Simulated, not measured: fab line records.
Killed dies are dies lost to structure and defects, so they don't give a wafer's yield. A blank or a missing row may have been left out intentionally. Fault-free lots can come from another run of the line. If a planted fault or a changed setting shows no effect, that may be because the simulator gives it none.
Shared-tool check || flow nandHarc || Lots sampled 14, wafers sampled 42

## THE REASON FOR OPENING IT
At NHARC_A_ONON_D1_THK_MEAS_14 the reading thkNm is flagged on 2 of 14 lots. No-fault wafers: 997 nm, standard deviation 8.7.
Rule: a lot is flagged when every wafer of it that has a number lies more than 4 standard deviations from that mean, or none has a number. All remaining lots are regarded as sound.

{"lot": "L152", "measured": "day 7 15:17", "on": "filmMetro-02", "thkNm (nm), wafer by wafer": "979 980 981", "flag": ""}
{"lot": "L153", "measured": "day 8 05:15", "on": "filmMetro-02", "thkNm (nm), wafer by wafer": "1013 1013 1013", "flag": ""}
{"lot": "L155", "measured": "day 9 03:09", "on": "filmMetro-01", "thkNm (nm), wafer by wafer": "1000 1000 1001", "flag": ""}
{"lot": "L156", "measured": "day 9 11:05", "on": "filmMetro-01", "thkNm (nm), wafer by wafer": "1004 1005 1005", "flag": ""}
{"lot": "L158", "measured": "day 10 01:51", "on": "filmMetro-01", "thkNm (nm), wafer by wafer": "1004 1004 1005", "flag": ""}
{"lot": "L157", "measured": "day 10 01:53", "on": "filmMetro-02", "thkNm (nm), wafer by wafer": "1000 999 998", "flag": ""}
{"lot": "L160", "measured": "day 11 00:35", "on": "filmMetro-02", "thkNm (nm), wafer by wafer": "994 996 997", "flag": ""}
{"lot": "L161", "measured": "day 11 17:14", "on": "filmMetro-02", "thkNm (nm), wafer by wafer": "992 994 992", "flag": ""}
{"lot": "L163", "measured": "day 12 07:14", "on": "filmMetro-01", "thkNm (nm), wafer by wafer": "618 618 619", "flag": "FLAGGED"}
{"lot": "L164", "measured": "day 12 18:04", "on": "filmMetro-01", "thkNm (nm), wafer by wafer": "630 630 630", "flag": "FLAGGED"}
{"lot": "L170", "measured": "day 15 11:04", "on": "filmMetro-01", "thkNm (nm), wafer by wafer": "1005 1002 1003", "flag": ""}
{"lot": "L172", "measured": "day 16 02:53", "on": "filmMetro-01", "thkNm (nm), wafer by wafer": "997 996 996", "flag": ""}
{"lot": "L174", "measured": "day 16 23:50", "on": "filmMetro-01", "thkNm (nm), wafer by wafer": "999 1001 1001", "flag": ""}
{"lot": "L175", "measured": "day 17 10:53", "on": "filmMetro-01", "thkNm (nm), wafer by wafer": "998 997 996", "flag": ""}
The numbers of the flagged lots are 624 nm on average: -373 nm against the usual, or -43 standard deviations.

## EACH LOT AND THE TOOL IT RAN ON
2 process steps preceding the reading are held in the record, out of 1302 steps in the route. In each cell: the tool, then ch and the chambers that the sampled wafers went through, then the start.
{"lot": "L152", "flag": "", "NHARC_A_ZERO_WELL_ETCH_13": "rieSi-03 ch 0,2, day 6 14:26", "NHARC_A_ONON_D1_DEP_12": "pecvdOnon-01 ch 0, day 7 14:46"}
{"lot": "L153", "flag": "", "NHARC_A_ZERO_WELL_ETCH_13": "rieSi-05 ch 1,2,3, day 7 04:57", "NHARC_A_ONON_D1_DEP_12": "pecvdOnon-04 ch 0, day 8 04:46"}
{"lot": "L155", "flag": "", "NHARC_A_ZERO_WELL_ETCH_13": "rieSi-05 ch 0,1,3, day 8 02:50", "NHARC_A_ONON_D1_DEP_12": "pecvdOnon-01 ch 0, day 9 02:41"}
{"lot": "L156", "flag": "", "NHARC_A_ZERO_WELL_ETCH_13": "rieSi-04 ch 0,1,2, day 8 10:30", "NHARC_A_ONON_D1_DEP_12": "pecvdOnon-01 ch 0, day 9 10:35"}
{"lot": "L158", "flag": "", "NHARC_A_ZERO_WELL_ETCH_13": "rieSi-03 ch 0,2,3, day 9 02:20", "NHARC_A_ONON_D1_DEP_12": "pecvdOnon-02 ch 0, day 10 01:20"}
{"lot": "L157", "flag": "", "NHARC_A_ZERO_WELL_ETCH_13": "rieSi-04 ch 2,3, day 9 01:19", "NHARC_A_ONON_D1_DEP_12": "pecvdOnon-04 ch 0, day 10 01:21"}
{"lot": "L160", "flag": "", "NHARC_A_ZERO_WELL_ETCH_13": "rieSi-05 ch 0,2,3, day 9 23:01", "NHARC_A_ONON_D1_DEP_12": "pecvdOnon-01 ch 0, day 11 00:08"}
{"lot": "L161", "flag": "", "NHARC_A_ZERO_WELL_ETCH_13": "rieSi-03 ch 0,3, day 10 15:17", "NHARC_A_ONON_D1_DEP_12": "pecvdOnon-02 ch 0, day 11 16:50"}
{"lot": "L163", "flag": "FLAGGED", "NHARC_A_ZERO_WELL_ETCH_13": "rieSi-04 ch 0,2,3, day 11 07:34", "NHARC_A_ONON_D1_DEP_12": "pecvdOnon-02 ch 0, day 12 06:44"}
{"lot": "L164", "flag": "FLAGGED", "NHARC_A_ZERO_WELL_ETCH_13": "rieSi-03 ch 1,2, day 11 15:47", "NHARC_A_ONON_D1_DEP_12": "pecvdOnon-02 ch 0, day 12 17:33"}
{"lot": "L170", "flag": "", "NHARC_A_ZERO_WELL_ETCH_13": "rieSi-05 ch 0,2, day 14 10:17", "NHARC_A_ONON_D1_DEP_12": "pecvdOnon-01 ch 0, day 15 10:33"}
{"lot": "L172", "flag": "", "NHARC_A_ZERO_WELL_ETCH_13": "rieSi-04 ch 0,3, day 15 02:17", "NHARC_A_ONON_D1_DEP_12": "pecvdOnon-02 ch 0, day 16 02:22"}
{"lot": "L174", "flag": "", "NHARC_A_ZERO_WELL_ETCH_13": "rieSi-04 ch 0,2,3, day 15 21:15", "NHARC_A_ONON_D1_DEP_12": "pecvdOnon-02 ch 0, day 16 23:26"}
{"lot": "L175", "flag": "", "NHARC_A_ZERO_WELL_ETCH_13": "rieSi-03 ch 1,2,3, day 16 09:35", "NHARC_A_ONON_D1_DEP_12": "pecvdOnon-02 ch 0, day 17 10:22"}
These steps, and what they do:
- NHARC_A_ZERO_WELL_ETCH_13: etches the open film in HBr/Cl2, target depth 120 nm, time 40.1 s.
- NHARC_A_ONON_D1_DEP_12: target thk 1000 nm.
- NHARC_A_ONON_D1_THK_MEAS_14: measures by ellipsometry.

## FLAGGED OVER TOTAL, TOOL BY TOOL (the gauges that took the reading come last)
{"step": "NHARC_A_ZERO_WELL_ETCH_13", "tool": "rieSi-03", "lots run": 5, "flagged": 1, "share of the flagged lots": "some", "sound lots run after its first flagged lot": "1 (L175)"}
{"step": "NHARC_A_ZERO_WELL_ETCH_13", "tool": "rieSi-04", "lots run": 5, "flagged": 1, "share of the flagged lots": "some", "sound lots run after its first flagged lot": "2 (L172,L174)"}
{"step": "NHARC_A_ZERO_WELL_ETCH_13", "tool": "rieSi-05", "lots run": 4, "flagged": 0, "share of the flagged lots": "none", "sound lots run after its first flagged lot": "-"}
{"step": "NHARC_A_ONON_D1_DEP_12", "tool": "pecvdOnon-01", "lots run": 5, "flagged": 0, "share of the flagged lots": "none", "sound lots run after its first flagged lot": "-"}
{"step": "NHARC_A_ONON_D1_DEP_12", "tool": "pecvdOnon-02", "lots run": 7, "flagged": 2, "share of the flagged lots": "all", "sound lots run after its first flagged lot": "3 (L172,L174,L175)"}
{"step": "NHARC_A_ONON_D1_DEP_12", "tool": "pecvdOnon-04", "lots run": 2, "flagged": 0, "share of the flagged lots": "none", "sound lots run after its first flagged lot": "-"}
{"step": "NHARC_A_ONON_D1_THK_MEAS_14", "tool": "filmMetro-01", "lots run": 9, "flagged": 2, "share of the flagged lots": "all", "sound lots run after its first flagged lot": "4 (L170,L172,L174,L175)"}
{"step": "NHARC_A_ONON_D1_THK_MEAS_14", "tool": "filmMetro-02", "lots run": 5, "flagged": 0, "share of the flagged lots": "none", "sound lots run after its first flagged lot": "-"}

## WHAT THE TABLE ALLOWS
Rows of the table that ran all the flagged lots, 2 in number: pecvdOnon-02 at NHARC_A_ONON_D1_DEP_12; filmMetro-01 at NHARC_A_ONON_D1_THK_MEAS_14.
- pecvdOnon-02 at NHARC_A_ONON_D1_DEP_12: 2 of its 7 lots flagged. Sound lots followed the first flagged one (L172, L174, L175) on it, something a lasting fault affecting the whole tool could not allow.
- filmMetro-01 at NHARC_A_ONON_D1_THK_MEAS_14: 2 of its 9 lots flagged. Sound lots followed the first flagged one (L170, L172, L174, L175) on it, something a lasting fault affecting the whole tool could not allow.
Every row of the table either missed a flagged lot or ran a sound lot after the first.

## WHAT THE SIMULATOR HAD INSERTED
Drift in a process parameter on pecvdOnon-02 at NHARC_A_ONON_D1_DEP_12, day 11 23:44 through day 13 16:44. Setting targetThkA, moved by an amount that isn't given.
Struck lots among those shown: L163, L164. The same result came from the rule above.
